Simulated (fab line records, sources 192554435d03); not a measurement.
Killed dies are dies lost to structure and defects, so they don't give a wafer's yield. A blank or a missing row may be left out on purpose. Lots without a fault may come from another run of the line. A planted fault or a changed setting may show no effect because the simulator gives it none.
fab line records | flow n5_finfet
record lots=24 wafers=72 last_day=18
route steps=1938 shown BEOL_M4@1024
lots that met no fault: from a run of the same line without faults
start_h: hours from the record's first day to the start of the lot's first wafer shown | wait_h: hours since the lot's step before | " the same as in the row above | L1.1+2: a row that stands for several wafers | - no value, or no start given | * or withheld: withheld | < > ~ a bound
route shown NAME@n: a module of which the file shows steps, and the number in the route of the first | usual: mean/standard deviation of fault-free wafers | same: alike in all rows | chamber/n: place in a boat | sites: the reading at each site | _std_site: their standard deviation | _edge_site: outer sites' mean less inner sites' | radius_mm: how far each site lies from the wafer's centre | mask NAME#n: copy n | behind: the tool/chamber that last shaped the wafer | hold: why the lot was held/for how many hours/how that ended | device: the transistor (n, p or np) that didn't switch | end of line: the same wafers' tests at the end of the route | a step without rows: its recipe alone | killed: dies lost to structure and defects at the first sort, not the wafer's yield | map: a wafer's dies, x killed, . not, _ none there
set.NAME: the setting as run; set.NAME@STEP: as run at that earlier step | model.NAME: the simulator's own value behind a step, which no gauge read
steps of the route over a sample of lots; a table a step, a row a wafer
services: from which hour (start_h, from the record's first day; less than 0 if before it) a tool's chamber was out of use, for how many hours, and why
## steps
# step N5_BEOL_M4_HM_DEP_02
# recipe material=TiN target_thk_a=200 temp_c=25 chamber_pressure_pa=0.49996
# usual throttle_valve_pct=30.3/0.43
# columns lot.wafer tool chamber start_h wait_h throttle_valve_pct
L074.1 pvd_sputter-03 - 154.39 0.8 29.8
L074.2 " - " " 30.2
L074.5 " - " " 29.5
L075.1 pvd_sputter-03 - 164.32 0.4 30.0
L075.2 " - " " 29.8
L075.3 " - " " 29.5
L076.3 pvd_sputter-01 - 171.23 0.4 30.6
L076.4 " - " " 29.6
L076.6 " - " " 29.3
L077.4 pvd_sputter-01 - 182.66 2.0 30.3
L077.5 " - " " 30.2
L077.6 " - " " 30.6
L079.2 pvd_sputter-03 - 187.34 0.0 30.5
L079.4 " - " " 30.2
L079.6 " - " " 30.2
L080.1 pvd_sputter-03 - 192.23 0.1 29.8
L080.4 " - " " 30.5
L080.5 " - " " 30.0
L078.4 pvd_sputter-02 - 195.82 0.5 30.9
L078.5 " - " " 30.6
L078.6 " - " " 30.5
L081.3 pvd_sputter-01 - 204.00 2.0 29.6
L081.5 " - " " 29.5
L081.6 " - " " 30.3
L082.1 pvd_sputter-01 - 204.78 0.0 29.4
L082.3 " - " " 30.9
L082.5 " - " " 30.8
L085.1 pvd_sputter-03 - 221.19 1.2 29.8
L085.2 " - " " 30.2
L085.3 " - " " 30.3
L084.1 pvd_sputter-02 - 228.05 0.7 30.6
L084.3 " - " " 30.9
L084.6 " - " " 30.4
L083.2 pvd_sputter-02 - 232.53 3.1 30.8
L083.5 " - " " 30.9
L083.6 " - " " 30.2
L087.2 pvd_sputter-02 - 234.33 0.4 30.6
L087.3 " - " " 31.0
L087.6 " - " " 30.4
L086.3 pvd_sputter-03 - 236.93 1.6 29.9
L086.4 " - " " 30.4
L086.5 " - " " 30.0
L088.2 pvd_sputter-03 - 247.47 2.3 30.1
L088.4 " - " " 30.2
L088.6 " - " " 30.5
L090.1 pvd_sputter-03 - 248.63 0.5 30.0
L090.2 " - " " 30.1
L090.6 " - " " 29.9
L091.1 pvd_sputter-01 - 264.80 1.4 30.4
L091.4 " - " " 30.4
L091.6 " - " " 30.0
L089.2 pvd_sputter-03 - 267.68 1.5 30.4
L089.3 " - " " 29.9
L089.6 " - " " 30.4
L092.3 pvd_sputter-02 - 268.23 0.5 31.0
L092.4 " - " " 30.5
L092.6 " - " " 31.1
L093.1 pvd_sputter-02 - 268.89 0.1 30.3
L093.3 " - " " 30.7
L093.4 " - " " 30.4
L094.1 pvd_sputter-01 - 278.13 1.1 30.6
L094.5 " - " " 30.3
L094.6 " - " " 30.8
L095.2 pvd_sputter-01 - 288.80 2.2 29.3
L095.5 " - " " 29.3
L095.6 " - " " 30.5
L096.1 pvd_sputter-01 - 303.30 1.4 29.5
L096.2 " - " " 30.1
L096.3 " - " " 30.8
L097.1 pvd_sputter-01 - 304.52 0.1 30.7
L097.2 " - " " 29.4
L097.4 " - " " 30.3
# step N5_BEOL_M4_ETCH_64
# recipe chemistry=N2/H2 target=SOC target_depth_a=750 overetch_a=225 mask_material=SiARC temp_c=40 time_s=121.9 ion_energy_ev=200 pressure_mtorr=30 source_w=840 bias_w=150 n2_flow_sccm=200 h2_flow_sccm=200
# usual drypump_motor_current_A=5.7/0.43 oes_product_au=0.58/0.064 rf_vpp_V=522.8/1.3 showerhead_plenum_p_Torr=2.50/0.04 throttle_valve_pct=17.84/0.27
# columns lot.wafer tool chamber start_h wait_h drypump_motor_current_A oes_product_au rf_hours_counter_h rf_vpp_V showerhead_plenum_p_Torr throttle_valve_pct
L074.1 rie_diel-02 1 154.98 0.0 6.1 0.55 154 523.1 2.55 17.65
L074.2 " 3 " " 6.1 0.58 109 525.8 2.56 17.69
L074.5 " 2 " " 6.0 0.57 - 523.5 2.54 18.24
L075.1 rie_diel-01 1 165.05 0.0 5.8 0.53 230 522.8 2.51 17.94
L075.2 " 2 " " 5.7 0.74 2 523.5 2.50 17.72
L075.3 " 3 " " 4.8 0.57 191 525.2 2.52 18.06
L076.3 rie_diel-02 1 171.96 0.0 6.1 0.55 160 523.3 2.55 17.68
L076.4 " 2 " " 5.9 0.57 170 524.8 2.54 18.23
L076.6 " 0 " " 5.6 0.59 - 520.7 2.45 17.74
L077.4 rie_diel-02 2 183.26 0.0 5.9 0.56 174 524.3 2.54 18.26
L077.5 " 1 " " 6.1 0.55 - 523.7 2.55 17.68
L077.6 " 0 " " 5.6 0.59 - 521.7 2.45 17.75
L079.2 rie_diel-02 1 188.06 0.0 6.1 0.55 166 522.7 2.55 17.68
L079.4 " 2 " " 5.9 0.56 175 525.3 2.54 18.24
L079.6 " 0 " " 5.6 0.59 - 521.7 2.45 17.77
L080.1 rie_diel-05 3 192.98 0.0 5.7 0.53 220 523.3 2.51 18.19
L080.4 " 3 " " 5.7 0.54 - 523.2 2.51 18.19
L080.5 " 2 " " 5.1 0.54 - 519.8 2.43 17.96
L078.4 rie_diel-05 3 196.47 0.1 5.8 0.53 - 523.1 2.51 18.17
L078.5 " 2 " " 5.1 0.54 - 520.3 2.43 17.96
L078.6 " 0 " " 5.1 0.52 - 522.4 2.51 17.81
L081.3 rie_diel-02 3 204.62 0.0 6.1 0.57 126 523.4 2.56 17.73
L081.5 " 1 " " 6.1 0.54 - 525.1 2.55 17.69
L081.6 " 2 " " 5.9 0.56 - 522.5 2.53 18.26
L082.1 rie_diel-01 2 205.37 0.0 5.7 0.71 17 522.6 2.50 17.73
L082.3 " 3 " " 4.8 0.56 205 523.4 2.52 18.09
L082.5 " 2 " " 5.7 0.71 - 522.3 2.50 17.75
L085.1 rie_diel-05 3 221.80 0.0 5.8 0.52 232 523.7 2.50 18.21
L085.2 " 2 " " 5.2 0.54 193 520.0 2.43 17.98
L085.3 " 1 " " 6.0 0.71 6 522.0 2.49 17.35
L084.1 rie_diel-01 2 228.88 0.0 5.7 0.68 26 521.7 2.49 17.75
L084.3 " 3 " " 4.8 0.55 215 523.6 2.51 18.10
L084.6 " 0 " " 6.5 0.64 - 522.3 2.48 17.40
L083.2 rie_diel-05 3 233.14 0.0 5.8 0.52 237 523.0 2.50 18.22
L083.5 " 2 " " 5.1 0.54 - 521.1 2.42 18.01
L083.6 " 1 " " 6.0 0.70 - 523.1 2.48 17.38
L087.2 rie_diel-02 1 235.02 0.0 6.1 0.54 180 524.1 2.54 17.70
L087.3 " 2 " " 5.9 0.55 189 523.2 2.53 18.27
L087.6 " 3 " " 6.0 0.57 - 525.1 2.55 17.73
L086.3 rie_diel-05 3 238.23 0.0 5.7 0.52 240 523.6 2.50 18.21
L086.4 " 2 " " 5.1 0.53 - 521.8 2.42 17.98
L086.5 " 3 " " 5.8 0.53 - 523.4 2.50 18.23
L088.2 rie_diel-02 0 248.20 0.0 5.6 0.58 134 521.5 2.44 17.78
L088.4 " 2 " " 5.9 0.55 194 522.8 2.53 18.29
L088.6 " 2 " " 5.9 0.55 - 524.2 2.53 18.28
L090.1 rie_diel-02 1 249.31 0.0 6.1 0.53 185 524.0 2.54 17.73
L090.2 " 3 " " 6.1 0.57 140 523.0 2.55 17.75
L090.6 " 1 " " 6.1 0.54 - 525.5 2.54 17.72
L091.1 rie_diel-02 2 265.55 0.0 6.0 0.55 201 523.5 2.52 18.29
L091.4 " 0 " " 5.6 0.58 140 521.6 2.44 17.80
L091.6 " 0 " " 5.6 0.57 - 521.1 2.44 17.80
L089.2 rie_diel-05 2 268.40 0.0 5.2 0.53 212 519.9 2.42 18.03
L089.3 " 0 " " 5.1 0.70 8 523.8 2.50 17.45
L089.6 " 1 " " 6.0 0.68 - 524.2 2.48 17.39
L092.3 rie_diel-01 2 268.96 0.0 5.7 0.66 43 522.6 2.48 17.78
L092.4 " 3 " " 4.8 0.54 232 523.5 2.51 18.13
L092.6 " 1 " " 5.7 0.73 - 522.0 2.50 17.59
L093.1 rie_diel-02 1 269.48 0.0 6.1 0.53 193 522.8 2.54 17.74
L093.3 " 3 " " 6.1 0.56 147 524.4 2.55 17.74
L093.4 " 2 " " 6.0 0.55 202 523.5 2.52 18.30
L094.1 rie_diel-01 0 279.88 0.0 6.5 0.62 84 522.2 2.47 17.45
L094.5 " 1 " " 5.8 0.70 - 522.3 2.49 17.60
L094.6 " 0 " " 6.5 0.62 - 523.3 2.47 17.45
L095.2 rie_diel-05 2 289.52 0.0 5.1 0.52 217 519.5 2.42 18.03
L095.5 " 2 " " 5.2 0.52 - 520.0 2.42 18.02
L095.6 " 3 " " 5.7 0.74 - 521.4 2.49 17.82
L096.1 rie_diel-01 1 303.89 0.0 5.7 0.70 18 523.2 2.49 17.60
L096.2 " 2 " " 5.7 0.64 59 522.9 2.48 17.82
L096.3 " 3 " " 4.8 0.53 249 522.2 2.50 18.18
L097.1 rie_diel-02 0 305.15 0.0 5.7 0.56 154 521.2 2.43 17.83
L097.2 " 3 " " 6.1 0.56 160 523.2 2.54 17.78
L097.4 " 2 " " 5.9 0.54 215 522.5 2.52 18.32
# step N5_BEOL_M4_STRIP_66
# recipe chemistry=CF4 resist=SiARC power_w=300 bias_power_w=75 pressure_mtorr=50 cf4_flow_sccm=150 rf_frequency_hz=6e+07
# usual drypump_motor_current_A=5.7/0.44 oes_product_au=0.76/0.084 rf_vpp_V=270.5/1.1 showerhead_plenum_p_Torr=1.766/0.028 throttle_valve_pct=13.64/0.28
# columns lot.wafer tool chamber start_h wait_h drypump_motor_current_A oes_product_au rf_hours_counter_h rf_vpp_V showerhead_plenum_p_Torr throttle_valve_pct
L074.1 rie_diel-02 1 155.11 0.0 6.1 0.72 154 271.9 1.798 13.44
L074.2 " 3 " " 6.0 0.76 109 271.9 1.806 13.49
L074.5 " 2 " " 5.9 0.74 - 269.4 1.795 13.99
L075.1 rie_diel-01 1 165.18 0.0 5.7 0.69 230 270.2 1.780 13.81
L075.2 " 2 " " 5.7 0.97 2 272.0 1.773 13.53
L075.3 " 3 " " 4.8 0.74 191 269.8 1.787 13.83
L076.3 rie_diel-02 1 172.09 0.0 6.0 0.72 161 270.8 1.796 13.44
L076.4 " 2 " " 5.9 0.74 170 270.5 1.793 14.00
L076.6 " 0 " " 5.6 0.78 - 269.3 1.729 13.53
L077.4 rie_diel-02 2 183.39 0.0 6.0 0.73 174 270.4 1.792 14.01
L077.5 " 1 " " 6.1 0.71 - 271.5 1.795 13.47
L077.6 " 0 " " 5.6 0.77 - 268.3 1.728 13.55
L079.2 rie_diel-02 1 188.20 0.0 6.1 0.72 166 271.8 1.795 13.49
L079.4 " 2 " " 6.0 0.73 175 270.7 1.792 14.03
L079.6 " 0 " " 5.6 0.77 - 269.4 1.727 13.53
L080.1 rie_diel-05 3 193.11 0.0 5.7 0.70 220 269.2 1.781 14.07
L080.4 " 3 " " 5.7 0.70 - 271.4 1.781 14.09
L080.5 " 2 " " 5.2 0.71 - 268.0 1.718 13.73
L078.4 rie_diel-05 3 196.56 0.0 5.7 0.69 - 271.4 1.780 14.09
L078.5 " 2 " " 5.1 0.70 - 268.4 1.717 13.73
L078.6 " 0 " " 5.1 0.67 - 271.4 1.766 13.66
L081.3 rie_diel-02 3 204.75 0.0 6.1 0.75 126 271.3 1.801 13.52
L081.5 " 1 " " 6.1 0.70 - 271.6 1.793 13.48
L081.6 " 2 " " 5.9 0.72 - 272.0 1.790 14.02
L082.1 rie_diel-01 2 205.51 0.0 5.7 0.91 17 272.7 1.768 13.53
L082.3 " 3 " " 4.8 0.72 205 270.8 1.783 13.84
L082.5 " 2 " " 5.7 0.91 - 269.4 1.768 13.56
L085.1 rie_diel-05 3 221.93 0.0 5.7 0.69 232 270.4 1.778 14.11
L085.2 " 2 " " 5.1 0.69 193 270.0 1.715 13.76
L085.3 " 1 " " 6.0 0.93 6 271.2 1.764 13.17
L084.1 rie_diel-01 2 229.01 0.0 5.7 0.89 26 270.4 1.766 13.57
L084.3 " 3 " " 4.8 0.71 215 271.2 1.780 13.89
L084.6 " 0 " " 6.5 0.84 - 270.8 1.753 13.18
L083.2 rie_diel-05 3 233.27 0.0 5.7 0.69 237 271.8 1.776 14.12
L083.5 " 2 " " 5.2 0.69 - 268.4 1.713 13.76
L083.6 " 1 " " 6.0 0.91 - 269.9 1.762 13.20
L087.2 rie_diel-02 1 235.15 0.0 6.1 0.70 180 270.4 1.791 13.50
L087.3 " 2 " " 6.0 0.72 189 270.6 1.788 14.05
L087.6 " 3 " " 6.0 0.75 - 269.6 1.798 13.56
L086.3 rie_diel-05 3 238.36 0.0 5.7 0.68 240 271.3 1.775 14.12
L086.4 " 2 " " 5.1 0.69 - 269.6 1.712 13.76
L086.5 " 3 " " 5.7 0.68 - 271.2 1.775 14.13
L088.2 rie_diel-02 0 248.33 0.0 5.6 0.75 134 267.6 1.722 13.63
L088.4 " 2 " " 6.0 0.72 194 270.6 1.786 14.06
L088.6 " 2 " " 5.9 0.71 - 271.3 1.787 14.05
L090.1 rie_diel-02 1 249.44 0.0 6.1 0.69 185 272.1 1.790 13.52
L090.2 " 3 " " 6.1 0.74 140 271.7 1.797 13.55
L090.6 " 1 " " 6.1 0.70 - 271.4 1.789 13.51
L091.1 rie_diel-02 2 265.68 0.0 5.9 0.72 201 272.5 1.784 14.07
L091.4 " 0 " " 5.6 0.74 140 269.7 1.721 13.61
L091.6 " 0 " " 5.6 0.74 - 269.2 1.721 13.61
L089.2 rie_diel-05 2 268.53 0.0 5.1 0.69 212 268.6 1.709 13.80
L089.3 " 0 " " 5.1 0.92 8 270.0 1.761 13.13
L089.6 " 1 " " 6.0 0.88 - 269.7 1.758 13.23
L092.3 rie_diel-01 2 269.09 0.0 5.7 0.86 43 272.0 1.761 13.61
L092.4 " 3 " " 4.8 0.70 232 269.7 1.776 13.92
L092.6 " 1 " " 5.7 0.96 - 270.0 1.772 13.30
L093.1 rie_diel-02 1 269.62 0.0 6.1 0.69 193 270.5 1.787 13.55
L093.3 " 3 " " 6.1 0.73 147 270.6 1.795 13.59
L093.4 " 2 " " 6.0 0.72 202 269.8 1.784 14.10
L094.1 rie_diel-01 0 280.01 0.0 6.5 0.81 84 269.1 1.746 13.25
L094.5 " 1 " " 5.7 0.93 - 270.8 1.771 13.30
L094.6 " 0 " " 6.5 0.82 - 269.0 1.746 13.25
L095.2 rie_diel-05 2 289.65 0.0 5.1 0.68 217 270.0 1.708 13.81
L095.5 " 2 " " 5.1 0.68 - 269.8 1.709 13.81
L095.6 " 3 " " 5.7 0.97 - 270.4 1.772 13.58
L096.1 rie_diel-01 1 304.02 0.0 5.7 0.91 18 271.0 1.768 13.33
L096.2 " 2 " " 5.7 0.84 59 270.9 1.757 13.64
L096.3 " 3 " " 4.8 0.69 249 270.5 1.771 13.96
L097.1 rie_diel-02 0 305.28 0.0 5.6 0.73 154 270.1 1.717 13.64
L097.2 " 3 " " 6.1 0.73 160 271.3 1.792 13.59
L097.4 " 2 " " 6.0 0.70 215 270.2 1.780 14.12
# step N5_BEOL_M4_ETCH_41
# recipe chemistry=CH3F/O2 target=SiCN target_depth_a=299 taper_deg=2 time_s=52.5 ion_energy_ev=120 mask_material=TiN pressure_mtorr=30 source_w=395 bias_w=75 Ar_flow_sccm=150 CH3F_flow_sccm=30 O2_flow_sccm=20
# usual drypump_motor_current_A=5.7/0.48 oes_product_au=0.78/0.096 rf_vpp_V=296.6/1.1 showerhead_plenum_p_Torr=1.964/0.03 throttle_valve_pct=16.35/0.28
# columns lot.wafer tool chamber start_h wait_h drypump_motor_current_A oes_product_au rf_hours_counter_h rf_vpp_V showerhead_plenum_p_Torr throttle_valve_pct
L074.1 rie_diel-01 3 - - 4.8 0.73 189 296.3 1.988 16.53
L074.2 " 0 " " 6.5 0.88 41 296.2 1.955 15.90
L074.5 " 0 " " 6.5 0.87 - 295.4 1.956 15.90
L075.1 rie_diel-02 3 - - 6.1 0.77 113 297.7 2.015 16.24
L075.2 " 2 " " 5.9 0.73 168 295.3 1.999 16.75
L075.3 " 0 " " 5.7 0.78 108 297.0 1.935 16.33
L076.3 rie_diel-02 3 - - 6.1 0.77 118 297.6 2.014 16.25
L076.4 " 0 " " 5.6 0.79 112 295.3 1.934 16.35
L076.6 " 3 " " 6.1 0.77 - 297.2 2.014 16.25
L077.4 rie_diel-05 2 - - 5.1 0.71 - 296.8 1.905 16.40
L077.5 " 0 " " 5.1 0.67 - 297.0 1.972 16.31
L077.6 " 3 " " 5.8 0.70 - 295.4 1.976 16.76
L079.2 rie_diel-01 0 - - 6.5 0.86 51 295.6 1.952 15.91
L079.4 " 3 " " 4.8 0.73 200 298.7 1.985 16.54
L079.6 " 3 " " 4.8 0.73 - 297.0 1.985 16.54
L080.1 rie_diel-05 0 - - 5.1 0.68 244 297.3 1.970 16.36
L080.4 " 0 " " 5.1 0.68 - 297.8 1.970 16.35
L080.5 " 2 " " 5.2 0.72 - 294.4 1.903 16.42
L078.4 rie_diel-05 1 - - 6.0 0.98 0 296.6 1.967 15.94
L078.5 " 1 " " 6.0 0.98 - 296.1 1.967 15.94
L078.6 " 0 " " 5.1 0.67 - 296.4 1.970 16.37
L081.3 rie_diel-02 0 - - 5.7 0.78 122 295.5 1.930 16.35
L081.5 " 0 " " 5.6 0.78 - 296.5 1.930 16.36
L081.6 " 1 " " 6.1 0.71 - 296.5 1.995 16.19
L082.1 rie_diel-01 1 - - 5.7 0.69 247 297.4 1.961 16.46
L082.3 " 2 " " 5.7 0.94 19 295.9 1.963 16.31
L082.5 " 3 " " 4.8 0.73 - 294.4 1.982 16.54
L085.1 rie_diel-01 0 - - 6.5 0.84 61 297.6 1.949 15.92
L085.2 " 2 " " 5.7 0.91 26 295.9 1.960 16.33
L085.3 " 3 " " 4.8 0.72 214 297.4 1.980 16.56
L084.1 rie_diel-02 0 - - 5.6 0.78 129 295.2 1.928 16.38
L084.3 " 3 " " 6.1 0.75 135 298.0 2.008 16.28
L084.6 " 2 " " 5.9 0.71 - 296.1 1.993 16.78
L083.2 rie_diel-05 3 - - 5.8 0.69 238 296.7 1.971 16.80
L083.5 " 1 " " 6.0 0.93 - 296.6 1.963 15.98
L083.6 " 3 " " 5.7 0.70 - 296.5 1.970 16.79
L087.2 rie_diel-02 2 - - 6.0 0.71 191 297.1 1.992 16.81
L087.3 " 3 " " 6.0 0.76 137 297.3 2.007 16.28
L087.6 " 2 " " 5.9 0.72 - 298.1 1.992 16.79
L086.3 rie_diel-05 2 - - 5.1 0.69 204 294.8 1.897 16.46
L086.4 " 3 " " 5.8 0.68 243 296.7 1.969 16.81
L086.5 " 3 " " 5.7 0.68 - 296.0 1.969 16.81
L088.2 rie_diel-02 3 - - 6.0 0.75 141 296.0 2.006 16.29
L088.4 " 2 " " 6.0 0.71 195 296.8 1.990 16.79
L088.6 " 3 " " 6.1 0.75 - 297.9 2.006 16.30
L090.1 rie_diel-05 1 - - 6.0 0.91 21 298.0 1.961 15.99
L090.2 " 3 " " 5.7 0.68 247 296.0 1.968 16.82
L090.6 " 2 " " 5.2 0.69 - 297.1 1.896 16.48
L091.1 rie_diel-01 1 - - 5.7 0.99 3 297.2 1.957 16.00
L091.4 " 3 " " 4.8 0.70 231 297.0 1.974 16.61
L091.6 " 1 " " 5.7 0.99 - 295.3 1.957 16.00
L089.2 rie_diel-02 0 - - 5.7 0.76 144 296.1 1.923 16.39
L089.3 " 3 " " 6.1 0.74 150 297.0 2.003 16.30
L089.6 " 3 " " 6.1 0.74 - 297.6 2.003 16.31
L092.3 rie_diel-02 2 - - 6.0 0.70 206 298.3 1.986 16.82
L092.4 " 3 " " 6.1 0.74 152 297.2 2.003 16.30
L092.6 " 2 " " 5.9 0.70 - 298.0 1.987 16.83
L093.1 rie_diel-01 0 - - 6.5 0.82 86 297.8 1.941 15.99
L093.3 " 1 " " 5.7 0.95 10 296.4 1.955 16.00
L093.4 " 2 " " 5.7 0.87 50 297.4 1.952 16.35
L094.1 rie_diel-05 0 - - 5.1 0.93 11 297.9 1.965 15.93
L094.5 " 3 " " 5.7 0.99 - 296.4 1.966 16.35
L094.6 " 2 " " 5.2 0.69 - 295.4 1.893 16.49
L095.2 rie_diel-01 1 - - 5.7 0.95 13 295.6 1.954 16.00
L095.5 " 0 " " 6.5 0.81 - 295.9 1.940 15.99
L095.6 " 3 " " 4.8 0.70 - 296.1 1.970 16.62
L096.1 rie_diel-01 2 - - 5.7 0.86 60 296.7 1.950 16.39
L096.2 " 1 " " 5.7 0.93 19 295.9 1.952 16.02
L096.3 " 0 " " 6.5 0.80 93 294.9 1.939 16.00
L097.1 rie_diel-01 1 - - 5.7 0.93 21 296.6 1.952 16.03
L097.2 " 2 " " 5.7 0.86 62 296.1 1.949 16.40
L097.4 " 0 " " 6.5 0.81 - 297.4 1.938 15.98
# step N5_BEOL_M4_SURFACE_TREAT_85
# recipe gas=Ar time_s=* ion_energy_ev=* ion_current_ma_cm2=0.5 pressure_mtorr=* ar_flow_sccm=30
# usual throttle_valve_pct=*
# columns lot.wafer tool chamber start_h wait_h throttle_valve_pct
L074.1 pvd_sputter-03 - 161.50 0.2 *
L074.2 " - " " *
L074.5 " - " " *
L075.1 pvd_sputter-02 - 167.77 0.1 *
L075.2 " - " " *
L075.3 " - " " *
L076.3 pvd_sputter-01 - 180.04 0.1 *
L076.4 " - " " *
L076.6 " - " " *
L077.4 pvd_sputter-02 - 192.37 0.4 *
L077.5 " - " " *
L077.6 " - " " *
L079.2 pvd_sputter-02 - 192.41 0.4 *
L079.4 " - " " *
L079.6 " - " " *
L080.1 pvd_sputter-01 - 204.99 0.3 *
L080.4 " - " " *
L080.5 " - " " *
L078.4 pvd_sputter-02 - 208.08 0.2 *
L078.5 " - " " *
L078.6 " - " " *
L081.3 pvd_sputter-02 - 208.16 0.1 *
L081.5 " - " " *
L081.6 " - " " *
L082.1 pvd_sputter-03 - 211.37 0.1 *
L082.3 " - " " *
L082.5 " - " " *
L085.1 pvd_sputter-01 - 228.73 0.1 *
L085.2 " - " " *
L085.3 " - " " *
L084.1 pvd_sputter-02 - 234.67 0.1 *
L084.3 " - " " *
L084.6 " - " " *
L083.2 pvd_sputter-01 - 237.17 0.1 *
L083.5 " - " " *
L083.6 " - " " *
L087.2 pvd_sputter-01 - 241.69 0.2 *
L087.3 " - " " *
L087.6 " - " " *
L086.3 pvd_sputter-03 - 244.79 0.1 *
L086.4 " - " " *
L086.5 " - " " *
L088.2 pvd_sputter-02 - 253.42 0.1 *
L088.4 " - " " *
L088.6 " - " " *
L090.1 pvd_sputter-02 - 258.87 0.2 *
L090.2 " - " " *
L090.6 " - " " *
L091.1 pvd_sputter-03 - 268.79 0.1 *
L091.4 " - " " *
L091.6 " - " " *
L089.2 pvd_sputter-03 - 276.01 0.1 *
L089.3 " - " " *
L089.6 " - " " *
L092.3 pvd_sputter-01 - 279.55 0.2 *
L092.4 " - " " *
L092.6 " - " " *
L093.1 pvd_sputter-02 - 282.66 0.1 *
L093.3 " - " " *
L093.4 " - " " *
L094.1 pvd_sputter-03 - 286.14 0.4 *
L094.5 " - " " *
L094.6 " - " " *
L095.2 pvd_sputter-03 - 294.70 0.7 *
L095.5 " - " " *
L095.6 " - " " *
L096.1 pvd_sputter-02 - 307.18 0.2 *
L096.2 " - " " *
L096.3 " - " " *
L097.1 pvd_sputter-02 - 312.38 0.1 *
L097.2 " - " " *
L097.4 " - " " *
# step N5_BEOL_M4_SPUTTER_96
# recipe material=Cu target_thk_a=45 temp_c=-20 chamber_pressure_pa=0.07 power_w=withheld time_s=8.29
# usual chuck_gas_flow_sccm=1.26/0.053 throttle_valve_pct=30.4/0.46
# columns lot.wafer tool chamber start_h wait_h chuck_gas_flow_sccm throttle_valve_pct
L074.1 pvd_sputter-01 - 163.49 0.1 1.28 30.3
L074.2 " - " " 1.26 30.4
L074.5 " - " " 1.21 30.5
L075.1 pvd_sputter-02 - 170.07 0.1 1.22 30.7
L075.2 " - " " 1.27 31.0
L075.3 " - " " 1.25 30.3
L076.3 pvd_sputter-01 - 182.06 0.1 1.22 30.6
L076.4 " - " " 1.27 30.6
L076.6 " - " " 1.24 30.2
L077.4 pvd_sputter-02 - 194.54 0.1 1.17 30.5
L077.5 " - " " 1.29 30.6
L077.6 " - " " 1.15 30.8
L079.2 pvd_sputter-03 - 200.45 0.1 1.22 29.9
L079.4 " - " " 1.26 30.5
L079.6 " - " " 1.32 30.3
L080.1 pvd_sputter-03 - 207.14 0.1 1.38 29.9
L080.4 " - " " 1.35 30.5
L080.5 " - " " 1.23 30.2
L078.4 pvd_sputter-01 - 210.07 0.1 1.25 30.3
L078.5 " - " " 1.24 30.3
L078.6 " - " " 1.27 30.8
L081.3 pvd_sputter-01 - 211.91 0.1 1.16 29.5
L081.5 " - " " 1.29 30.5
L081.6 " - " " 1.19 31.0
L082.1 pvd_sputter-03 - 213.59 0.1 1.26 30.1
L082.3 " - " " 1.15 30.4
L082.5 " - " " 1.29 30.7
L085.1 pvd_sputter-03 - 230.88 0.1 1.27 29.9
L085.2 " - " " 1.31 30.0
L085.3 " - " " 1.29 30.5
L084.1 pvd_sputter-01 - 236.67 0.1 1.28 30.5
L084.3 " - " " 1.27 30.8
L084.6 " - " " 1.20 30.3
L083.2 pvd_sputter-03 - 239.15 0.1 1.22 30.1
L083.5 " - " " 1.22 29.9
L083.6 " - " " 1.34 30.2
L087.2 pvd_sputter-02 - 245.31 0.1 1.21 30.9
L087.3 " - " " 1.22 30.4
L087.6 " - " " 1.28 30.9
L086.3 pvd_sputter-01 - 246.87 0.1 1.30 30.6
L086.4 " - " " 1.24 30.7
L086.5 " - " " 1.28 30.4
L088.2 pvd_sputter-01 - 257.35 0.1 1.31 30.1
L088.4 " - " " 1.22 29.6
L088.6 " - " " 1.17 29.3
L090.1 pvd_sputter-02 - 261.07 0.1 1.22 30.7
L090.2 " - " " 1.27 30.8
L090.6 " - " " 1.25 31.3
L091.1 pvd_sputter-03 - 270.81 0.1 1.26 30.0
L091.4 " - " " 1.31 30.0
L091.6 " - " " 1.22 30.7
L089.2 pvd_sputter-01 - 278.05 0.1 1.19 30.2
L089.3 " - " " 1.31 30.5
L089.6 " - " " 1.37 30.4
L092.3 pvd_sputter-01 - 281.53 0.1 1.28 30.3
L092.4 " - " " 1.21 30.3
L092.6 " - " " 1.28 30.5
L093.1 pvd_sputter-01 - 284.66 0.1 1.31 30.7
L093.3 " - " " 1.30 30.5
L093.4 " - " " 1.36 29.6
L094.1 pvd_sputter-02 - 289.58 0.1 1.19 30.5
L094.5 " - " " 1.27 30.8
L094.6 " - " " 1.28 30.5
L095.2 pvd_sputter-02 - 297.06 0.1 1.22 30.7
L095.5 " - " " 1.25 30.3
L095.6 " - " " 1.26 30.9
L096.1 pvd_sputter-02 - 309.20 0.1 1.25 31.1
L096.2 " - " " 1.33 30.4
L096.3 " - " " 1.31 30.3
L097.1 pvd_sputter-01 - 315.62 0.1 1.35 30.3
L097.2 " - " " 1.34 30.6
L097.4 " - " " 1.27 29.5
## services
# columns tool chamber start_h hours kind
rie_diel-01 2 136.93 - clean
rie_diel-01 2 136.93 - consumable_replace:focus_ring
rie_diel-01 2 136.93 22.3 scheduled_down
rie_diel-01 2 136.93 22.3 vent_cycle
rie_diel-05 0 141.50 9.7 repair
pvd_sputter-01 - 141.96 1.9 repair
rie_diel-05 1 163.92 15.8 repair
rie_diel-05 1 184.07 - clean
rie_diel-05 1 184.07 - consumable_replace:focus_ring
rie_diel-05 1 184.07 21.9 scheduled_down
rie_diel-05 1 184.07 21.9 vent_cycle
rie_diel-01 0 205.00 10.7 repair
rie_diel-05 3 217.36 2.8 repair
rie_diel-05 0 221.67 - clean
rie_diel-05 0 221.67 - consumable_replace:focus_ring
rie_diel-05 0 221.67 19.9 scheduled_down
rie_diel-05 0 221.67 19.9 vent_cycle
rie_diel-01 1 226.12 7.0 repair
rie_diel-01 1 233.20 - clean
rie_diel-01 1 233.20 - consumable_replace:focus_ring
rie_diel-01 1 233.20 23.2 scheduled_down
rie_diel-05 - 271.96 10.0 pm
rie_diel-05 3 292.57 28.2 repair
rie_diel-05 - 311.93 2.8 pm
## key
fault none
